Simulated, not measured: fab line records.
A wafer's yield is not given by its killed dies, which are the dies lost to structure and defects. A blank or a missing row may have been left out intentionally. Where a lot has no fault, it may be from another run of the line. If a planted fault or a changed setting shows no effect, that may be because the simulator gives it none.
fab line records ; flow nand-harc
record lots=12; wafers=36; last-day=33
route steps=1302 shown P_ZERO_WELL@19 P_GATE@151 END@1302
lots untouched by any fault: they come from a run of this same line in which no faults occurred
start-h: hours from the record's opening day to when the first of the lot's shown wafers began ; wait-h: hours since the lot's step before ; " unchanged from the row above ; L1.1+2: a single row standing in for several wafers ; - no value, or no start given ; * or withheld: withheld ; < > ~ a bound
route shown NAME@n: names a module that has steps shown in the file, with the first one's number in the route ; usual: mean/standard deviation taken from wafers without a fault ; same: alike in all rows ; chamber/n: place in a boat ; sites: readings site by site ; _std_site: standard deviation of those values ; _edge_site: mean of outer sites minus mean of inner sites ; radius-mm: for every site, how far away it sits from the centre of the wafer ; mask NAME#n: copy n ; behind: the tool/chamber that last shaped the wafer ; hold: the reason the lot was held/the length of the hold in hours/how it ended ; device: transistor that didn't switch, given as n, p or np ; end of line: the tests these same wafers got at the end of their route ; a step given without rows: its recipe and nothing more ; killed: count of dies lost to structure and defects at first sort (not the wafer's yield) ; map: a wafer's dies, marking killed ones x, the rest . and places with no die _
set.NAME: the setting as run; set.NAME@STEP: as run at that earlier step ; model.NAME: the simulator's own value behind a step, which no gauge read
one table for each step of the route and one row for each wafer, over a sample of lots
services: the hour from which a tool's chamber was out of use, counted from the record's first day as start-h (under 0 if before that day), plus the number of hours and why
## steps
# step NHARC_P_ZERO_WELL_ETCH_63
# recipe target-depth-a=1200; time-s=40.1; hbr-flow-sccm=150; cl2-flow-sccm=50; rf-w=400; icp-w=400; bias-w=100; chemistry=HBr/Cl2
# usual drypump-motor-current-A=5.7/0.57; oes-product-au=1.001/0.0097; throttle-valve-pct=26.407/0.0097
lot.wafer;tool;chamber;start-h;wait-h;drypump-motor-current-A;oes-product-au;rf-hours-counter-h;throttle-valve-pct
L192.3;rie-si-02;3;21.68;-;6.4;0.996;0.60;26.405
L192.5;rie-si-02;1;21.68;-;4.7;0.996;-;26.402
L192.6;rie-si-02;2;21.68;-;5.7;0.995;-;26.376
L194.1;rie-si-03;0;41.73;-;6.5;1.004;0.95;26.409
L194.4;rie-si-03;2;41.73;-;5.8;1.010;0.96;26.388
L194.6;rie-si-03;0;41.73;-;6.5;0.989;-;26.405
L195.3;rie-si-01;1;51.74;-;6.1;0.996;0.13;26.420
L195.1;rie-si-01;2;51.74;-;6.1;1.003;0.12;26.408
L195.6;rie-si-01;3;51.74;-;5.2;1.019;-;26.414
L197.4;rie-si-01;3;73.44;-;5.3;1.020;0.28;26.409
L197.3;rie-si-01;0;73.44;-;6.7;0.995;0.34;26.396
L197.6;rie-si-01;0;73.44;-;6.7;1.007;-;26.412
L200.2;rie-si-01;1;101.55;-;6.1;0.997;0.39;26.406
L200.4;rie-si-01;2;101.55;-;6.1;0.999;0.41;26.408
L200.3;rie-si-01;3;101.55;-;5.3;1.009;0.39;26.408
L201.3;rie-si-03;0;111.73;-;6.5;1.003;0.33;26.399
L201.2;rie-si-03;1;111.73;-;5.2;0.998;0.28;26.406
L201.1;rie-si-03;3;111.73;-;5.7;0.990;0.44;26.404
L203.1;rie-si-03;1;131.67;-;5.3;1.004;0.45;26.403
L203.3;rie-si-03;2;131.67;-;5.8;1.005;0.58;26.395
L203.4;rie-si-03;1;131.67;-;5.3;0.997;-;26.404
L204.2;rie-si-02;2;141.54;-;5.7;1.005;0.18;26.424
L204.3;rie-si-02;3;141.54;-;6.4;1.002;0.18;26.405
L204.5;rie-si-02;1;141.54;-;4.7;1.017;-;26.408
L205.2;rie-si-03;0;152.24;-;6.5;1.003;0.50;26.406
L205.4;rie-si-03;1;152.24;-;5.2;0.983;0.54;26.411
L205.5;rie-si-03;2;152.24;-;5.8;1.003;-;26.426
L209.1;rie-si-02;0;191.55;-;5.2;0.984;0.53;26.406
L209.5;rie-si-02;2;191.55;-;5.7;1.012;-;26.408
L209.6;rie-si-02;3;191.55;-;6.4;1.007;-;26.407
L210.3;rie-si-02;3;201.56;-;6.4;1.002;0.62;26.416
L210.4;rie-si-02;1;201.56;-;4.7;1.015;0.64;26.420
L210.2;rie-si-02;2;201.56;-;5.6;0.994;0.65;26.426
L215.1;rie-si-01;0;251.71;-;6.7;0.990;0.35;26.405
L215.2;rie-si-01;1;251.71;-;6.1;0.999;0.07;26.418
L215.5;rie-si-01;3;251.71;-;5.3;1.019;-;26.397
# step NHARC_P_ZERO_WELL_EXPOSE_34
# recipe na=0.6; target-cd-nm=720; dose-mj=22.31; mask-id=P_PWELL
lot.wafer;tool;chamber;start-h;wait-h;mask
L192.3+5+6;krf-scanner-04;0;23.99;-;P_PWELL#0
L194.1+4+6;krf-scanner-04;0;44.00;-;P_PWELL#0
L195.1+3+6;krf-scanner-02;0;54.13;-;P_PWELL#0
L197.3+4+6;krf-scanner-03;0;76.01;-;P_PWELL#0
L200.2+3+4;krf-scanner-04;0;103.83;-;P_PWELL#0
L201.1+2+3;krf-scanner-04;0;113.96;-;P_PWELL#0
L203.1+3+4;krf-scanner-03;0;134.09;-;P_PWELL#0
L204.2+3+5;krf-scanner-03;0;143.82;-;P_PWELL#0
L205.2+4+5;krf-scanner-02;0;154.63;-;P_PWELL#0
L209.1+5+6;krf-scanner-02;0;194.02;-;P_HVPW#0
L210.2+3+4;krf-scanner-03;0;203.98;-;P_PWELL#0
L215.1+2+5;krf-scanner-03;0;254.01;-;P_PWELL#0
# step NHARC_P_ZERO_WELL_CD_MEAS_37
# recipe target-cd-nm=720; landing-energy-ev=500
# usual cd-nm=720.7/1.7
lot.wafer;tool;chamber;start-h;wait-h;cd-nm
L192.3;cd-sem-02;0;24.15;-;721.2
L192.5;cd-sem-02;0;24.15;-;722.8
L192.6;cd-sem-02;0;24.15;-;718.9
L194.1;cd-sem-02;0;44.15;-;719.8
L194.4;cd-sem-02;0;44.15;-;719.2
L194.6;cd-sem-02;0;44.15;-;719.5
L195.1;cd-sem-01;0;54.29;-;720.4
L195.3;cd-sem-01;0;54.29;-;720.1
L195.6;cd-sem-01;0;54.29;-;722.0
L197.3;cd-sem-01;0;76.16;-;725.1
L197.4;cd-sem-01;0;76.16;-;722.4
L197.6;cd-sem-01;0;76.16;-;722.2
L200.2;cd-sem-01;0;103.99;-;722.1
L200.3;cd-sem-01;0;103.99;-;721.8
L200.4;cd-sem-01;0;103.99;-;724.1
L201.1;cd-sem-02;0;114.11;-;720.5
L201.2;cd-sem-02;0;114.11;-;720.6
L201.3;cd-sem-02;0;114.11;-;720.8
L203.1;cd-sem-02;0;134.24;-;721.0
L203.3;cd-sem-02;0;134.24;-;724.2
L203.4;cd-sem-02;0;134.24;-;721.4
L204.2;cd-sem-02;0;143.97;-;722.5
L204.3;cd-sem-02;0;143.97;-;720.9
L204.5;cd-sem-02;0;143.97;-;722.1
L205.2;cd-sem-01;0;154.78;-;721.6
L205.4;cd-sem-01;0;154.78;-;723.2
L205.5;cd-sem-01;0;154.78;-;720.7
L209.1;cd-sem-01;0;194.17;-;-
L209.5;cd-sem-01;0;194.17;-;-
L209.6;cd-sem-01;0;194.17;-;-
L210.2;cd-sem-01;0;204.13;-;722.0
L210.3;cd-sem-01;0;204.13;-;722.5
L210.4;cd-sem-01;0;204.13;-;720.8
L215.1;cd-sem-02;0;254.16;-;716.3
L215.2;cd-sem-02;0;254.16;-;719.1
L215.5;cd-sem-02;0;254.16;-;720.0
# step NHARC_P_ZERO_WELL_DESCUM_54
# recipe time-s=3; o2-flow-sccm=200; ar-flow-sccm=0; bias-power-w=0; chemistry=O2
# usual drypump-motor-current-A=5.5/0.43; oes-product-au=1.003/0.0087; rf-vpp-V=57.6/0.93; showerhead-plenum-p-Torr=1.89/0.07; throttle-valve-pct=11.312/0.0087
lot.wafer;tool;chamber;start-h;wait-h;drypump-motor-current-A;oes-product-au;rf-hours-counter-h;rf-vpp-V;showerhead-plenum-p-Torr;throttle-valve-pct
L192.3;rie-diel-13;2;26.21;-;5.3;1.009;8;59.2;1.85;11.301
L192.5;rie-diel-13;1;26.21;-;5.9;1.005;-;57.7;1.99;11.303
L192.6;rie-diel-13;2;26.21;-;5.3;0.999;-;56.6;1.85;11.301
L194.4;rie-diel-13;1;45.95;-;5.9;1.005;13;58.5;1.99;11.290
L194.1;rie-diel-13;0;45.95;-;6.1;1.000;14;57.9;1.88;11.318
L194.6;rie-diel-13;2;45.95;-;5.3;1.011;-;56.5;1.85;11.317
L195.1;rie-diel-02;1;56.11;-;6.4;0.982;1;58.7;1.81;11.320
L195.3;rie-diel-02;2;56.11;-;5.4;0.991;1;57.6;1.95;11.309
L195.6;rie-diel-02;0;56.11;-;5.3;1.011;-;57.8;2.01;11.318
L197.4;rie-diel-02;3;77.83;-;4.7;1.012;8;56.4;1.96;11.325
L197.3;rie-diel-02;0;77.83;-;5.2;1.016;11;58.7;2.01;11.309
L197.6;rie-diel-02;3;77.83;-;4.7;1.004;-;57.5;1.97;11.297
L200.3;rie-diel-13;0;105.78;-;6.0;0.997;39;56.8;1.87;11.325
L200.4;rie-diel-13;1;105.78;-;5.9;1.006;38;58.1;1.98;11.319
L200.2;rie-diel-13;3;105.78;-;5.4;0.996;35;58.0;1.81;11.320
L201.3;rie-diel-13;2;115.91;-;5.3;1.013;38;59.1;1.85;11.313
L201.2;rie-diel-13;0;115.91;-;6.0;1.000;41;58.1;1.87;11.316
L201.1;rie-diel-13;1;115.91;-;5.9;1.009;40;57.6;1.98;11.303
L203.1;rie-diel-10;3;136.06;-;5.5;1.000;14;56.5;1.83;11.315
L203.3;rie-diel-10;0;136.06;-;5.7;1.011;15;58.3;1.86;11.320
L203.4;rie-diel-10;2;136.06;-;5.2;1.003;18;59.7;1.89;11.312
L204.2;rie-diel-02;0;145.82;-;5.2;1.010;29;57.8;2.00;11.318
L204.3;rie-diel-02;1;145.82;-;6.4;1.004;29;56.5;1.80;11.319
L204.5;rie-diel-02;3;145.82;-;4.7;1.010;-;58.7;1.96;11.303
L205.4;rie-diel-13;3;156.59;-;5.4;0.997;49;57.9;1.80;11.316
L205.2;rie-diel-13;0;156.59;-;6.1;0.989;53;56.2;1.87;11.318
L205.5;rie-diel-13;2;156.59;-;5.3;1.003;-;56.4;1.84;11.302
L209.1;rie-diel-13;2;196.03;-;5.3;0.995;6;57.2;1.84;11.323
L209.5;rie-diel-13;3;196.03;-;5.4;1.021;-;56.3;1.80;11.321
L209.6;rie-diel-13;0;196.03;-;6.1;1.009;-;55.8;1.87;11.315
L210.2;rie-diel-10;3;205.84;-;5.5;1.000;37;58.6;1.83;11.318
L210.3;rie-diel-10;0;205.84;-;5.7;1.018;40;57.5;1.85;11.297
L210.4;rie-diel-10;3;205.84;-;5.5;0.998;-;56.9;1.83;11.312
L215.1;rie-diel-10;3;255.84;-;5.6;1.010;2;57.9;1.82;11.318
L215.2;rie-diel-10;0;255.84;-;5.7;1.007;2;57.9;1.85;11.304
L215.5;rie-diel-10;3;255.84;-;5.6;1.006;-;58.1;1.82;11.310
# step NHARC_P_GATE_CD_MEAS_33
# usual cd-nm=121.5/2.5
lot.wafer;tool;chamber;start-h;wait-h;cd-nm
L192.3;cd-sem-03;-;107.82;-;121.7
L192.5;cd-sem-03;-;107.82;-;120.6
L192.6;cd-sem-03;-;107.82;-;119.2
L194.1;cd-sem-01;-;117.49;-;119.4
L194.4;cd-sem-01;-;117.49;-;122.7
L194.6;cd-sem-01;-;117.49;-;126.2
L195.1;cd-sem-02;-;126.10;-;124.9
L195.3;cd-sem-02;-;126.10;-;120.7
L195.6;cd-sem-02;-;126.10;-;122.4
L197.3;cd-sem-02;-;155.91;-;119.1
L197.4;cd-sem-02;-;155.91;-;120.3
L197.6;cd-sem-02;-;155.91;-;119.4
L200.2;cd-sem-03;-;183.26;-;116.8
L200.3;cd-sem-03;-;183.26;-;119.8
L200.4;cd-sem-03;-;183.26;-;118.6
L201.1;cd-sem-03;-;189.48;0.1;122.0
L201.2;cd-sem-03;-;189.48;0.1;117.9
L201.3;cd-sem-03;-;189.48;0.1;121.2
L203.1;cd-sem-02;-;208.87;-;124.5
L203.3;cd-sem-02;-;208.87;-;122.0
L203.4;cd-sem-02;-;208.87;-;121.3
L204.2;cd-sem-02;-;214.51;-;124.8
L204.3;cd-sem-02;-;214.51;-;123.0
L204.5;cd-sem-02;-;214.51;-;125.7
L205.2;cd-sem-02;-;225.58;-;121.1
L205.4;cd-sem-02;-;225.58;-;122.8
L205.5;cd-sem-02;-;225.58;-;120.5
L210.2;cd-sem-01;-;278.16;-;119.7
L210.3;cd-sem-01;-;278.16;-;117.0
L210.4;cd-sem-01;-;278.16;-;121.4
L215.1;cd-sem-03;-;329.62;-;121.1
L215.2;cd-sem-03;-;329.62;-;124.0
L215.5;cd-sem-03;-;329.62;-;122.0
# step NHARC_END_SORT_01
# recipe temp-c=25
# usual killed-at-array=46/16; killed-at-other=0.9/1.3; killed-at-periphery=4.1/3; killed-dies=51/17; killed-open=3.5/1.8; killed-short=2.5/1.8
# same gross-dies=677
lot.wafer;tool;chamber;start-h;wait-h;killed-at-array;killed-at-other;killed-at-periphery;killed-dies;killed-open;killed-short
L209.1;prober-01;0;742.19;2.5;33;1;643;677;1;2
L209.5;prober-01;0;745.33;3.6;39;0;638;677;2;2
L209.6;prober-01;0;746.12;3.9;37;0;640;677;3;2
# killed by level:class
L209.1 P_ZERO_WELL:area-expose=640 A_CHANNEL_HOLE_D1:chamber-film-flake=8 A_CHANNEL_HOLE_D2:chamber-film-flake=8 A_STAIRCASE:chamber-film-flake=6 A_WL_FILL:chamber-film-flake=5 A_SLIT:chamber-film-flake=2 P_M1:geometric-particle:short=1 A_CHANNEL_HOLE_D2:geometric-particle:open=1
L209.5 P_ZERO_WELL:area-expose=635 A_STAIRCASE:chamber-film-flake=10 A_CHANNEL_HOLE_D2:chamber-film-flake=7 A_CHANNEL_HOLE_D1:chamber-film-flake=6 A_CONTACT:chamber-film-flake=4 A_WL_FILL:chamber-film-flake=3 A_WL_FILL:geometric-particle:short=2 A_M0:geometric-particle:open=2
L209.6 P_ZERO_WELL:area-expose=635 A_CHANNEL_HOLE_D1:chamber-film-flake=11 A_STAIRCASE:chamber-film-flake=8 A_SLIT:chamber-film-flake=7 P_GATE:chamber-film-flake=3 A_CHANNEL_HOLE_D2:chamber-film-flake=3 A_CONTACT:chamber-film-flake=3 P_M1:geometric-particle:open=1
## services
tool;chamber;start-h;hours;kind
rie-si-03;3;5.47;3.9;repair
krf-scanner-04;-;10.00;4.0;pm
rie-si-01;-;16.00;9.0;pm
rie-diel-13;3;20.83;3.9;repair
krf-scanner-03;-;23.20;0.8;repair
rie-diel-13;1;31.82;4.5;repair
rie-diel-13;-;36.05;1.3;repair
rie-si-03;-;44.00;9.0;pm
krf-scanner-03;-;45.74;1.1;repair
krf-scanner-03;-;52.00;4.0;pm
rie-si-02;2;56.97;8.8;repair
rie-si-01;1;65.71;2.2;repair
rie-si-02;-;100.08;9.0;pm
rie-diel-13;3;120.59;3.0;repair
krf-scanner-03;-;123.97;1.0;repair
rie-si-03;0;129.06;4.3;repair
krf-scanner-04;-;137.31;0.2;repair
rie-si-01;2;166.28;5.7;repair
rie-diel-13;-;167.23;9.0;pm
krf-scanner-04;-;182.00;4.0;pm
rie-diel-13;-;186.67;0.6;repair
rie-diel-13;-;222.22;1.0;repair
krf-scanner-03;-;224.01;4.0;pm
rie-diel-13;0;251.50;13.5;repair
## key
first-sign step=NHARC_P_ZERO_WELL_EXPOSE_34; reading=mask; direction=changed
effect step=NHARC_P_ZERO_WELL_CD_MEAS_37; reading=cd-nm; direction=missing
effect step=NHARC_END_SORT_01; reading=killed-at-periphery; direction=up; sigmas=99+; usual=4.1; struck=640.3
more-kills-born-at NHARC_P_ZERO_WELL_EXPOSE_34@krf-scanner-02=1910
met-at NHARC_P_ZERO_WELL_EXPOSE_34
struck-lots L209
later-rows-left-out L209.1,L209.5,L209.6
tester-left-out L209
not-acting-at NHARC_P_ZERO_WELL_ETCH_63,NHARC_P_ZERO_WELL_DESCUM_54,NHARC_P_GATE_CD_MEAS_33
onset-between 154.63 194.02
fault kind=wrong-mask; tool=any; chamber=-; onset-h=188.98; steps=NHARC_P_ZERO_WELL_EXPOSE_34; aux-copy=P_HVPW#0; scope=struck-lots-only
# tester-left-out: of these lots the tester's yield and bins aren't shown, on N5 and GAA mostly nor the transistor test; their killed dies are dies lost to structure and defects alone, not to doping, threshold or leakage, so they don't give the yield
# later-rows-left-out: the simulator's readings of these wafers behind a module that went badly wrong aren't trusted and aren't shown, but for the sort
